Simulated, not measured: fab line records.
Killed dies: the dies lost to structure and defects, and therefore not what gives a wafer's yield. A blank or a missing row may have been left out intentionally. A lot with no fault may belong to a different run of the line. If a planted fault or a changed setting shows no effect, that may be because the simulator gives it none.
fab line records	flow nandHarc
record lots=24	wafers=72	lastDay=24
route steps=1159 shown P_STI@100 P_GATE@149 P_CONTACT@244 P_M1@298
lots untouched by any fault: they come from a run of this same line in which no faults occurred
startH: hours from the record's first day to the start of the lot's first wafer shown	waitH: time in hours since the lot's previous step	" repeats the value in the row above	L1.1+2: one row covering several wafers at once	- no value present, or no start provided	* or withheld: withheld	< > ~ a bound
route shown NAME@n: a module of which the file shows steps, and the number in the route of the first	usual: mean/standard deviation taken from wafers without a fault	same: alike in all rows	chamber/n: place in a boat	sites: each site's reading	_std_site: the values' standard deviation	_edge_site: outer sites' mean less inner sites'	radiusMm: for every site, how far away it sits from the centre of the wafer	mask NAME#n: copy n	behind: the last tool/chamber to shape the wafer	hold: what put the lot on hold/how long, in hours/how the hold closed	device: names the non-switching transistor (n, p or np)	end of line: at the end of the route, the tests of the same wafers	step lacking rows: just its recipe	killed: not the wafer's yield, but the dies lost to structure and defects at the first sort	map: dies across one wafer; x = killed, . = not, _ = none there
set.NAME: the setting that was run; set.NAME@STEP: the one run at that earlier step	model.NAME: the simulator's own value behind a step, which no gauge read
route steps across a sampled set of lots; one table per step, one row per wafer
services: from which hour (startH, from the record's first day; less than 0 if before it) a tool's chamber was out of use, for how many hours, and why
## steps
# step NHARC_P_STI_CMP_21
# recipe tOverpolishS=20	targetThkNm=380.67
# usual motorCurrentA=12.0/0.87	overpolishRunS=20.000/0.009
lot.wafer	tool	chamber	startH	waitH	motorCurrentA	overpolishRunS
L074.1	cmp-04	2	61.41	0.4	11.8	20.008
L074.5	"	2	"	"	10.6	19.988
L074.6	"	3	"	"	11.4	20.007
L075.3	cmp-02	2	61.41	0.4	12.2	19.993
L075.4	"	0	"	"	12.5	19.998
L075.2	"	1	"	"	11.2	20.003
L076.2	cmp-01	0	67.09	0.4	12.4	20.004
L076.1	"	1	"	"	13.4	19.983
L076.4	"	2	"	"	11.1	19.992
L077.2	cmp-04	3	80.07	0.4	10.7	20.010
L077.3	"	0	"	"	12.5	20.003
L077.5	"	3	"	"	11.3	20.002
L078.3	cmp-01	3	80.09	0.4	12.2	20.002
L078.6	"	1	"	"	14.1	20.004
L078.5	"	2	"	"	11.3	19.993
L079.3	cmp-04	0	84.57	0.4	12.3	19.995
L079.2	"	1	"	"	12.8	20.000
L079.6	"	2	"	"	11.5	19.989
L080.1	cmp-01	2	92.46	0.4	11.2	20.001
L080.2	"	0	"	"	12.6	20.004
L080.6	"	3	"	"	11.3	19.997
L081.2	cmp-04	1	92.46	0.4	13.5	19.990
L081.3	"	3	"	"	10.9	19.997
L081.5	"	1	"	"	13.6	19.997
L082.4	cmp-02	2	101.64	0.4	12.3	20.001
L082.3	"	3	"	"	12.5	20.004
L082.6	"	2	"	"	12.7	19.993
L083.2	cmp-02	1	110.51	0.4	11.0	19.994
L083.6	"	1	"	"	11.1	19.993
L083.5	"	2	"	"	12.4	20.005
L084.4	cmp-02	1	115.11	0.4	11.0	20.003
L084.1	"	2	"	"	13.3	20.000
L084.5	"	2	"	"	12.3	19.996
L085.2	cmp-01	3	133.18	0.4	11.3	20.001
L085.3	"	0	"	"	11.9	20.005
L085.6	"	0	"	"	13.2	19.989
L087.2	cmp-04	1	133.21	0.4	12.8	19.997
L087.4	"	2	"	"	11.5	20.017
L087.3	"	0	"	"	12.0	19.981
L086.4	cmp-02	0	133.21	0.4	12.3	19.993
L086.3	"	2	"	"	12.7	20.008
L086.5	"	0	"	"	12.4	20.001
L088.4	cmp-04	1	140.50	0.4	12.0	20.017
L088.1	"	2	"	"	11.5	19.988
L088.5	"	0	"	"	12.1	20.006
L089.3	cmp-02	3	146.19	0.4	13.3	20.014
L089.2	"	1	"	"	11.8	19.994
L089.6	"	0	"	"	11.9	20.006
L090.3	cmp-04	0	146.21	0.4	12.8	19.994
L090.1	"	2	"	"	11.1	20.018
L090.5	"	3	"	"	10.3	19.996
L091.3	cmp-04	1	157.83	0.4	13.3	20.000
L091.2	"	2	"	"	11.6	19.991
L091.4	"	3	"	"	10.7	20.004
L092.2	cmp-01	2	164.15	0.4	11.5	20.007
L092.1	"	3	"	"	11.5	20.003
L092.4	"	0	"	"	12.3	19.993
L094.1	cmp-02	1	171.18	0.4	10.8	20.008
L094.4	"	2	"	"	12.7	19.999
L094.6	"	2	"	"	12.7	19.998
L093.1	cmp-04	1	171.25	0.4	12.6	20.008
L093.6	"	2	"	"	11.3	19.990
L093.5	"	3	"	"	11.3	19.989
L095.3	cmp-02	1	182.02	0.4	10.9	20.003
L095.2	"	3	"	"	12.9	20.005
L095.6	"	1	"	"	11.5	19.998
L096.4	cmp-02	1	190.81	0.4	11.7	20.014
L096.3	"	3	"	"	12.4	19.990
L096.6	"	1	"	"	11.3	20.011
L097.2	cmp-01	3	190.83	0.4	11.8	20.002
L097.3	"	0	"	"	12.7	19.987
L097.5	"	2	"	"	11.6	20.003
# step NHARC_P_GATE_ETCH_32
# recipe targetDepthA=1500	overEtchFrac=1	overEtchIonEnergyEv=40	timeS=100.1	hbrFlowSccm=150	cl2FlowSccm=50	rfW=400	icpW=400	biasW=100	chemistry=HBr/Cl2
# usual drypumpMotorCurrentA=5.97/0.29	oesProductAu=1.004/0.0099	throttleValvePct=26.406/0.0085
lot.wafer	tool	chamber	startH	waitH	drypumpMotorCurrentA	oesProductAu	rfHoursCounterH	throttleValvePct
L074.1	rieSi-03	2	94.62	-	5.78	1.004	1.0	26.410
L074.5	"	1	"	"	6.21	1.008	-	26.405
L074.6	"	2	"	"	5.80	0.990	-	26.403
L075.2	rieSi-04	3	95.38	-	5.51	1.000	1.6	26.408
L075.3	"	0	"	"	6.25	0.992	1.5	26.410
L075.4	"	2	"	"	5.88	0.997	1.7	26.409
L076.2	rieSi-03	1	99.14	-	6.23	1.018	1.1	26.409
L076.1	"	2	"	"	5.81	0.997	1.1	26.408
L076.4	"	0	"	"	6.03	1.023	0.9	26.407
L077.3	rieSi-03	2	112.30	-	5.77	0.995	1.3	26.390
L077.2	"	3	"	"	5.95	1.010	1.2	26.408
L077.5	"	1	"	"	6.23	1.024	-	26.411
L078.3	rieSi-04	3	112.98	-	5.46	0.994	0.1	26.408
L078.5	"	2	"	"	5.85	1.009	-	26.405
L078.6	"	3	"	"	5.47	1.001	-	26.414
L079.3	rieSi-03	3	115.57	-	5.99	1.017	1.3	26.410
L079.2	"	0	"	"	6.03	1.015	1.2	26.403
L079.6	"	3	"	"	5.99	1.014	-	26.401
L081.2	rieSi-03	2	129.12	-	5.81	0.996	1.4	26.397
L081.3	"	1	"	"	6.23	1.019	1.5	26.404
L081.5	"	3	"	"	6.02	1.011	-	26.412
L080.2	rieSi-05	2	129.32	-	6.22	1.007	0.6	26.405
L080.1	"	3	"	"	6.07	0.998	0.6	26.410
L080.6	"	1	"	"	5.43	1.013	-	26.406
L082.4	rieSi-05	0	135.60	-	6.44	1.006	0.6	26.409
L082.3	"	2	"	"	6.25	0.994	0.7	26.400
L082.6	"	1	"	"	5.41	1.005	-	26.416
L083.2	rieSi-04	3	144.26	-	5.49	1.010	0.3	26.406
L083.6	"	1	"	"	6.04	1.006	-	26.408
L083.5	"	2	"	"	5.87	1.000	-	26.414
L084.4	rieSi-04	1	148.41	-	6.04	0.991	0.3	26.410
L084.1	"	3	"	"	5.50	0.999	0.4	26.411
L084.5	"	1	"	"	6.02	1.003	-	26.411
L087.2	rieSi-05	1	164.29	-	5.42	1.002	0.9	26.395
L087.3	"	3	"	"	6.07	1.010	0.9	26.402
L087.4	"	0	"	"	6.44	1.018	0.9	26.411
L086.4	rieSi-03	3	164.85	-	5.99	0.989	0.0	26.409
L086.3	"	0	"	"	6.02	1.003	0.0	26.406
L086.5	"	0	"	"	6.03	1.001	-	26.416
L085.2	rieSi-05	0	165.29	-	6.45	1.016	1.0	26.419
L085.3	"	1	"	"	5.42	1.002	1.0	26.413
L085.6	"	1	"	"	5.41	1.012	-	26.413
L088.1	rieSi-03	2	171.57	-	5.78	1.027	0.1	26.404
L088.4	"	3	"	"	6.00	0.995	0.1	26.426
L088.5	"	3	"	"	5.99	0.995	-	26.406
L089.2	rieSi-04	1	182.40	-	6.02	1.009	0.6	26.407
L089.3	"	2	"	"	5.86	1.002	0.7	26.412
L089.6	"	1	"	"	6.02	1.004	-	26.406
L090.1	rieSi-04	2	183.35	-	5.82	0.999	0.8	26.404
L090.3	"	1	"	"	6.02	1.002	0.7	26.406
L090.5	"	3	"	"	5.50	0.994	-	26.416
L091.3	rieSi-04	1	191.71	-	6.00	1.009	0.8	26.420
L091.4	"	2	"	"	5.84	1.004	1.0	26.412
L091.2	"	3	"	"	5.50	0.996	0.8	26.393
L092.4	rieSi-05	1	199.06	-	5.42	1.005	1.2	26.398
L092.1	"	2	"	"	6.23	1.009	1.2	26.404
L092.2	"	3	"	"	6.07	1.005	1.3	26.407
L093.1	rieSi-05	2	202.13	-	6.20	1.003	1.2	26.403
L093.5	"	3	"	"	6.08	1.014	-	26.386
L093.6	"	0	"	"	6.45	1.005	-	26.407
L094.4	rieSi-04	0	202.18	-	6.19	1.001	0.8	26.389
L094.1	"	1	"	"	6.01	1.005	1.0	26.394
L094.6	"	0	"	"	6.22	1.010	-	26.396
L095.2	rieSi-03	1	220.58	-	6.26	0.996	0.4	26.396
L095.3	"	0	"	"	6.01	1.012	0.5	26.392
L095.6	"	2	"	"	5.79	1.028	-	26.410
L097.3	rieSi-05	1	229.94	-	5.40	1.001	1.5	26.392
L097.2	"	2	"	"	6.27	1.007	1.4	26.396
L097.5	"	0	"	"	6.44	1.005	-	26.404
L096.3	rieSi-04	1	230.92	-	6.03	0.989	1.2	26.394
L096.4	"	0	"	"	6.18	1.000	1.0	26.398
L096.6	"	2	"	"	5.83	1.005	-	26.409
# step NHARC_P_GATE_ALD_36
# recipe targetThkA=200	pulseTimeS=60	aldCycles=223	tempC=400	material=SiNx
# usual heaterPowerW=858/90	precursorPulseHeightRel=0.999/0.019
lot.wafer	tool	chamber	startH	waitH	heaterPowerW	precursorPulseHeightRel	sinceWetCleanH
L074.1	aldSin-04	3	95.40	-	877	0.992	79
L074.5	"	3	99.64	-	871	0.987	-
L074.6	"	0	100.70	-	774	1.012	-
L075.3	aldSin-01	3	96.17	-	834	1.012	116
L075.2	"	0	97.24	-	827	0.984	117
L075.4	"	2	99.38	-	841	0.973	119
L076.1	aldSin-03	0	99.94	-	1054	1.007	167
L076.2	"	1	100.99	-	798	0.991	168
L076.4	"	3	103.10	-	814	1.000	170
L078.3	aldSin-01	3	114.81	-	834	0.978	135
L078.6	"	2	117.94	-	825	1.002	-
L078.5	"	3	118.99	-	834	0.980	-
L077.2	aldSin-04	0	115.33	-	804	1.028	99
L077.3	"	1	116.40	-	746	1.000	100
L077.5	"	2	117.47	-	890	0.989	-
L079.3	aldSin-03	1	117.42	-	777	0.986	3
L079.2	"	2	118.47	-	1034	1.034	4
L079.6	"	0	120.57	-	1018	1.001	-
L081.3	aldSin-04	0	129.91	-	786	1.038	114
L081.2	"	2	131.32	-	891	0.965	115
L081.5	"	3	136.94	-	896	1.035	-
L080.2	aldSin-01	1	130.08	-	965	1.000	150
L080.1	"	2	131.14	-	814	1.010	151
L080.6	"	1	134.33	-	973	1.009	-
L082.3	aldSin-03	2	138.52	-	1023	0.988	24
L082.4	"	3	139.58	-	855	0.995	25
L082.6	"	0	140.64	-	1044	0.984	-
L083.2	aldSin-01	2	147.16	-	819	1.006	167
L083.6	"	0	149.28	-	806	0.982	-
L083.5	"	1	150.34	-	941	0.972	-
L084.1	aldSin-04	3	150.62	-	867	0.966	135
L084.4	"	1	153.46	-	756	1.008	-
L084.5	"	3	154.88	-	893	0.964	-
L087.4	aldSin-03	0	165.08	-	1038	1.009	51
L087.3	"	1	166.13	-	776	0.994	52
L087.2	"	3	168.23	-	841	1.051	54
L085.2	aldSin-04	0	166.08	-	796	0.983	150
L085.3	"	1	167.13	-	727	0.995	151
L085.6	"	1	171.33	-	717	1.023	-
L086.3	aldSin-01	3	167.11	-	808	0.984	8
L086.5	"	1	169.92	-	941	0.986	-
L086.4	"	0	172.73	-	808	0.994	-
L088.4	aldSin-03	3	172.36	-	831	1.002	58
L088.1	"	2	175.55	-	1006	0.975	61
L088.5	"	0	177.68	-	1066	0.998	-
L089.2	aldSin-04	0	185.35	-	779	0.978	169
L089.3	"	1	186.43	-	739	0.999	171
L089.6	"	3	188.59	-	922	0.996	-
L090.3	aldSin-01	1	186.28	-	947	0.975	27
L090.1	"	2	187.34	-	792	0.991	28
L090.5	"	0	189.47	-	781	1.004	-
L091.4	aldSin-01	3	192.79	-	800	0.966	33
L091.2	"	0	193.84	-	757	0.996	35
L091.3	"	1	194.88	-	948	1.015	36
L092.2	aldSin-03	3	200.97	-	819	1.033	87
L092.4	"	0	202.01	-	1030	0.973	88
L092.1	"	1	203.06	-	763	1.009	89
L094.1	aldSin-01	0	202.96	-	783	0.967	44
L094.4	"	3	206.12	-	810	1.022	47
L094.6	"	0	207.18	-	783	1.023	-
L093.1	aldSin-04	2	203.96	-	832	1.030	6
L093.6	"	1	207.18	-	749	0.996	-
L093.5	"	2	208.25	-	851	1.012	-
L095.2	aldSin-03	2	221.37	-	990	0.996	107
L095.3	"	0	223.44	-	1034	0.994	109
L095.6	"	2	225.50	-	1006	0.975	-
L096.3	aldSin-04	2	231.72	-	835	0.971	34
L096.4	"	0	233.78	-	751	0.988	36
L096.6	"	2	235.85	-	843	0.980	-
L097.3	aldSin-01	3	232.82	-	808	0.968	74
L097.2	"	0	233.88	-	781	0.992	75
L097.5	"	1	234.93	-	968	1.015	-
# step NHARC_P_GATE_STRIP_113
# recipe powerW=1500	tempC=110	timeS=740	chemistry=N2/H2
# usual drypumpMotorCurrentA=5.9/0.38	heaterPowerW=86/5.4
lot.wafer	tool	chamber	startH	waitH	drypumpMotorCurrentA	heaterPowerW	rfHoursCounterH
L074.1	plasmaAsher-01	0	109.92	0.2	6.4	79	1
L074.6	"	0	"	"	6.5	79	-
L074.5	"	1	"	"	5.9	87	-
L075.2	plasmaAsher-02	0	111.36	0.2	5.4	92	33
L075.4	"	0	"	"	5.4	91	-
L075.3	"	1	"	"	6.0	85	-
L076.1	plasmaAsher-02	1	114.34	0.2	6.0	84	35
L076.2	"	0	"	"	5.4	92	35
L076.4	"	0	"	"	5.4	93	-
L077.2	plasmaAsher-02	1	127.94	0.3	6.0	83	39
L077.3	"	1	"	"	6.0	85	-
L077.5	"	0	"	"	5.4	91	-
L078.3	plasmaAsher-01	0	128.32	0.4	6.4	79	-
L078.6	"	0	"	"	6.4	80	-
L078.5	"	1	"	"	5.9	90	-
L079.2	plasmaAsher-01	1	130.75	0.2	5.9	87	7
L079.3	"	0	"	"	6.5	80	-
L079.6	"	1	"	"	5.9	89	-
L080.1	plasmaAsher-01	1	144.56	0.2	5.8	86	10
L080.2	"	0	"	"	6.4	80	10
L080.6	"	0	"	"	6.5	79	-
L081.2	plasmaAsher-02	1	146.73	0.3	6.1	83	43
L081.3	"	0	"	"	5.4	91	-
L081.5	"	1	"	"	6.1	83	-
L082.4	plasmaAsher-01	0	151.11	0.3	6.4	78	-
L082.3	"	1	"	"	5.9	89	-
L082.6	"	0	"	"	6.4	78	-
L083.2	plasmaAsher-02	1	161.34	0.3	6.1	84	49
L083.6	"	0	"	"	5.4	90	-
L083.5	"	1	"	"	6.0	84	-
L084.1	plasmaAsher-01	1	166.03	0.3	5.8	87	18
L084.4	"	0	"	"	6.5	80	-
L084.5	"	0	"	"	6.5	80	-
L087.2	plasmaAsher-02	1	179.92	0.4	6.0	84	57
L087.4	"	0	"	"	5.4	92	-
L087.3	"	1	"	"	6.0	84	-
L085.2	plasmaAsher-02	0	180.80	0.2	5.4	89	57
L085.3	"	0	"	"	5.4	91	-
L085.6	"	1	"	"	6.0	84	-
L086.3	plasmaAsher-02	0	182.45	0.4	5.4	91	-
L086.4	"	1	"	"	6.0	83	-
L086.5	"	0	"	"	5.4	92	-
L088.1	plasmaAsher-01	0	186.96	0.3	6.5	80	26
L088.4	"	0	"	"	6.5	78	-
L088.5	"	0	"	"	6.5	80	-
L089.2	plasmaAsher-01	0	198.11	0.2	6.4	78	31
L089.3	"	1	"	"	5.9	87	-
L089.6	"	0	"	"	6.5	78	-
L090.1	plasmaAsher-01	0	198.88	0.2	6.5	79	32
L090.3	"	0	"	"	6.5	80	-
L090.5	"	0	"	"	6.5	78	-
L091.2	plasmaAsher-02	0	208.01	0.3	5.4	95	5
L091.4	"	1	"	"	6.1	81	-
L091.3	"	0	"	"	5.4	94	-
L092.1	plasmaAsher-01	1	214.65	0.5	5.8	87	37
L092.2	"	0	"	"	6.5	79	37
L092.4	"	0	"	"	6.4	79	-
L093.1	plasmaAsher-01	0	217.26	0.2	6.5	79	39
L093.5	"	0	"	"	6.4	80	-
L093.6	"	1	"	"	5.9	88	-
L094.1	plasmaAsher-02	0	217.74	0.3	5.4	96	8
L094.4	"	0	"	"	5.4	95	-
L094.6	"	1	"	"	6.0	81	-
L095.2	plasmaAsher-02	1	235.66	0.3	6.0	82	13
L095.3	"	1	"	"	6.1	81	-
L095.6	"	1	"	"	6.1	79	-
L097.2	plasmaAsher-02	0	245.36	0.2	5.4	96	16
L097.3	"	0	"	"	5.4	96	-
L097.5	"	0	"	"	5.4	95	-
L096.3	plasmaAsher-02	1	246.64	0.4	6.0	81	-
L096.4	"	0	"	"	5.4	93	-
L096.6	"	1	"	"	6.1	81	-
# step NHARC_P_CONTACT_DEGAS_38
# recipe tempC=300	timeS=60
# usual heaterPowerW=445/33
lot.wafer	tool	chamber	startH	waitH	heaterPowerW
L074.1	pvdSputter-02	-	115.97	-	394
L074.5	"	-	"	"	408
L074.6	"	-	"	"	438
L075.2	pvdSputter-02	-	117.42	-	422
L075.4	"	-	"	"	397
L075.3	"	-	"	"	458
L076.1	pvdSputter-03	-	120.43	-	427
L076.2	"	-	"	"	514
L076.4	"	-	"	"	474
L077.3	pvdSputter-02	-	133.93	-	427
L077.2	"	-	"	"	406
L077.5	"	-	"	"	460
L078.3	pvdSputter-02	-	134.23	-	427
L078.6	"	-	"	"	460
L078.5	"	-	"	"	408
L079.3	pvdSputter-02	-	137.33	-	414
L079.2	"	-	"	"	459
L079.6	"	-	"	"	429
L080.2	pvdSputter-02	-	150.60	-	405
L080.1	"	-	"	"	454
L080.6	"	-	"	"	403
L081.2	pvdSputter-02	-	153.08	-	413
L081.3	"	-	"	"	428
L081.5	"	-	"	"	426
L082.4	pvdSputter-01	-	157.33	-	411
L082.3	"	-	"	"	474
L082.6	"	-	"	"	467
L083.2	pvdSputter-03	-	168.25	-	491
L083.6	"	-	"	"	437
L083.5	"	-	"	"	427
L084.4	pvdSputter-02	-	172.10	-	404
L084.1	"	-	"	"	428
L084.5	"	-	"	"	433
L087.3	pvdSputter-01	-	186.00	-	470
L087.4	"	-	"	"	413
L087.2	"	-	"	"	503
L085.2	pvdSputter-03	-	186.61	-	436
L085.3	"	-	"	"	482
L085.6	"	-	"	"	493
L086.4	pvdSputter-03	-	188.15	-	431
L086.3	"	-	"	"	437
L086.5	"	-	"	"	433
L088.1	pvdSputter-03	-	192.80	-	494
L088.4	"	-	"	"	492
L088.5	"	-	"	"	489
L089.3	pvdSputter-01	-	204.08	-	464
L089.2	"	-	"	"	395
L089.6	"	-	"	"	482
L090.3	pvdSputter-02	-	205.16	-	402
L090.1	"	-	"	"	430
L090.5	"	-	"	"	404
L091.4	pvdSputter-01	-	213.79	-	491
L091.3	"	-	"	"	403
L091.2	"	-	"	"	490
L092.2	pvdSputter-01	-	221.00	-	488
L092.1	"	-	"	"	456
L092.4	"	-	"	"	397
L093.1	pvdSputter-03	-	223.16	-	482
L093.5	"	-	"	"	434
L093.6	"	-	"	"	432
L094.1	pvdSputter-01	-	223.70	-	485
L094.4	"	-	"	"	499
L094.6	"	-	"	"	476
L095.3	pvdSputter-02	-	241.47	-	440
L095.2	"	-	"	"	429
L095.6	"	-	"	"	407
L097.3	pvdSputter-01	-	251.30	-	454
L097.2	"	-	"	"	494
L097.5	"	-	"	"	487
L096.3	pvdSputter-03	-	252.62	-	420
L096.4	"	-	"	"	487
L096.6	"	-	"	"	427
# step NHARC_P_M1_DESCUM_14
# recipe timeS=3	o2FlowSccm=200	arFlowSccm=0	biasPowerW=0	chemistry=O2
# usual drypumpMotorCurrentA=5.5/0.53	oesProductAu=1.000/0.012	rfVppV=57.8/0.89	showerheadPlenumPTorr=1.92/0.069	throttleValvePct=11.311/0.0097
lot.wafer	tool	chamber	startH	waitH	drypumpMotorCurrentA	oesProductAu	rfHoursCounterH	rfVppV	showerheadPlenumPTorr	throttleValvePct
L074.1	rieDiel-02	2	127.28	0.1	5.6	1.022	9	58.2	1.84	11.303
L074.6	"	3	"	"	4.8	0.994	-	56.8	1.89	11.305
L074.5	"	0	"	"	5.7	0.993	-	60.2	2.01	11.310
L075.2	rieDiel-12	0	128.41	0.1	5.9	0.986	7	57.7	1.88	11.294
L075.3	"	2	"	"	5.0	0.994	6	58.1	2.05	11.313
L075.4	"	3	"	"	5.4	1.009	7	57.4	1.87	11.317
L076.4	rieDiel-02	2	129.26	0.1	5.6	1.026	10	56.6	1.84	11.311
L076.1	"	3	"	"	4.8	0.987	9	57.2	1.89	11.305
L076.2	"	0	"	"	5.8	0.992	8	57.0	2.01	11.317
L077.2	rieDiel-12	3	142.53	0.1	5.4	1.013	8	58.9	1.87	11.302
L077.3	"	0	"	"	5.9	0.987	8	56.7	1.88	11.315
L077.5	"	2	"	"	4.9	1.003	-	57.2	2.05	11.290
L078.3	rieDiel-10	3	142.81	0.1	5.2	0.990	3	57.5	2.01	11.295
L078.5	"	3	"	"	5.2	0.981	-	57.8	2.01	11.328
L078.6	"	0	"	"	6.5	1.009	-	58.4	1.83	11.291
L079.3	rieDiel-02	3	144.19	0.1	4.8	0.984	10	56.9	1.89	11.310
L079.2	"	2	"	"	5.6	1.011	11	57.4	1.84	11.307
L079.6	"	3	"	"	4.8	0.983	-	58.5	1.89	11.297
L080.2	rieDiel-10	0	157.36	0.1	6.6	1.005	4	57.5	1.83	11.315
L080.1	"	1	"	"	5.3	0.989	4	57.1	1.91	11.303
L080.6	"	1	"	"	5.3	0.987	-	57.7	1.91	11.313
L081.2	rieDiel-12	1	161.47	0.1	5.5	1.004	10	58.1	1.92	11.312
L081.3	"	3	"	"	5.4	1.020	10	57.6	1.87	11.313
L081.5	"	1	"	"	5.5	1.003	-	57.5	1.92	11.321
L082.3	rieDiel-12	0	164.12	0.1	5.9	0.988	8	57.0	1.88	11.315
L082.4	"	3	"	"	5.4	1.030	10	57.2	1.87	11.305
L082.6	"	0	"	"	5.9	0.992	-	57.8	1.88	11.300
L083.2	rieDiel-12	0	177.21	0.1	5.9	0.993	9	58.6	1.88	11.303
L083.6	"	1	"	"	5.6	0.986	-	58.0	1.92	11.318
L083.5	"	2	"	"	4.9	1.000	-	57.3	2.05	11.295
L084.4	rieDiel-02	1	178.64	0.1	6.1	0.991	1	56.5	1.88	11.313
L084.1	"	2	"	"	5.6	1.004	1	59.2	1.84	11.315
L084.5	"	0	"	"	5.7	0.999	-	58.4	2.01	11.324
L087.2	rieDiel-12	0	195.65	0.1	5.9	1.014	10	58.3	1.88	11.295
L087.4	"	2	"	"	4.9	1.019	11	59.1	2.05	11.307
L087.3	"	3	"	"	5.4	1.037	11	57.1	1.87	11.320
L085.2	rieDiel-10	3	196.40	0.1	5.2	0.995	0	58.1	2.01	11.314
L085.3	"	0	"	"	6.5	0.984	0	57.8	1.83	11.302
L085.6	"	2	"	"	4.7	0.980	-	57.5	1.96	11.308
L086.4	rieDiel-02	3	196.41	0.1	4.8	0.997	4	57.5	1.89	11.305
L086.3	"	2	"	"	5.6	1.011	4	57.1	1.84	11.325
L086.5	"	0	"	"	5.7	1.001	-	57.6	2.01	11.325
L088.1	rieDiel-02	0	199.43	0.1	5.7	0.998	4	56.7	2.01	11.307
L088.4	"	1	"	"	6.0	1.000	3	58.3	1.88	11.302
L088.5	"	1	"	"	6.1	1.005	-	57.4	1.88	11.306
L089.3	rieDiel-10	0	217.23	0.1	6.5	1.002	1	58.0	1.83	11.306
L089.2	"	2	"	"	4.8	0.972	1	58.2	1.96	11.330
L089.6	"	0	"	"	6.6	1.001	-	56.8	1.83	11.305
L090.3	rieDiel-10	0	222.08	0.1	6.6	1.006	1	56.7	1.83	11.306
L090.1	"	1	"	"	5.3	0.994	1	58.7	1.91	11.317
L090.5	"	3	"	"	5.2	0.998	-	58.7	2.01	11.316
L091.4	rieDiel-12	2	224.51	0.1	5.0	1.006	1	57.8	2.05	11.316
L091.3	"	3	"	"	5.4	1.014	1	57.8	1.87	11.319
L091.2	"	0	"	"	5.9	1.001	1	58.4	1.88	11.298
L092.1	rieDiel-10	2	230.90	0.1	4.8	0.981	1	57.6	1.96	11.302
L092.4	"	3	"	"	5.1	0.989	1	58.7	2.01	11.311
L092.2	"	1	"	"	5.3	1.007	1	56.6	1.91	11.314
L093.1	rieDiel-10	1	231.55	0.1	5.3	1.000	1	56.8	1.91	11.301
L093.5	"	2	"	"	4.8	0.991	-	55.9	1.96	11.323
L093.6	"	3	"	"	5.1	0.993	-	58.5	2.01	11.307
L094.4	rieDiel-02	0	231.79	0.1	5.7	0.998	6	58.9	2.01	11.318
L094.1	"	2	"	"	5.6	1.002	6	58.4	1.84	11.319
L094.6	"	1	"	"	6.1	0.983	-	59.1	1.88	11.325
L095.3	rieDiel-02	1	248.13	0.1	6.1	1.004	7	56.6	1.88	11.307
L095.2	"	3	"	"	4.8	1.001	6	57.0	1.89	11.310
L095.6	"	2	"	"	5.6	1.007	-	56.5	1.84	11.317
L097.3	rieDiel-10	0	257.71	0.1	6.6	1.012	2	55.8	1.83	11.303
L097.2	"	2	"	"	4.7	0.995	2	59.1	1.96	11.313
L097.5	"	0	"	"	6.6	1.003	-	57.0	1.83	11.308
L096.4	rieDiel-10	2	259.39	0.1	4.8	0.982	2	58.3	1.96	11.323
L096.3	"	3	"	"	5.1	1.000	2	58.0	2.01	11.333
L096.6	"	0	"	"	6.5	0.997	-	57.4	1.83	11.315
## services
tool	chamber	startH	hours	kind
rieSi-04	1	43.94	4.7	repair
cmp-02	-	47.79	2.2	repair
rieDiel-10	2	59.10	22.0	repair
cmp-04	-	63.06	0.8	repair
cmp-02	-	68.54	2.6	repair
cmp-02	-	75.01	4.0	pm
rieSi-04	-	99.00	9.0	pm
plasmaAsher-01	-	99.17	9.0	pm
cmp-04	-	105.01	4.0	pm
rieDiel-10	2	106.30	16.7	repair
cmp-02	-	107.81	0.3	repair
cmp-02	-	110.71	1.6	repair
rieDiel-10	3	124.63	5.4	repair
rieDiel-10	0	172.52	5.4	repair
cmp-02	-	173.01	4.0	pm
plasmaAsher-01	-	175.15	1.9	repair
rieDiel-10	-	176.50	9.0	pm
plasmaAsher-02	-	183.07	9.0	pm
rieSi-04	-	190.32	1.2	repair
cmp-04	-	198.58	2.2	repair
cmp-04	-	202.03	1.2	repair
pvdSputter-02	-	206.51	0.8	repair
plasmaAsher-02	-	213.92	3.0	repair
pvdSputter-02	-	214.01	10.0	pm
## key
fault none
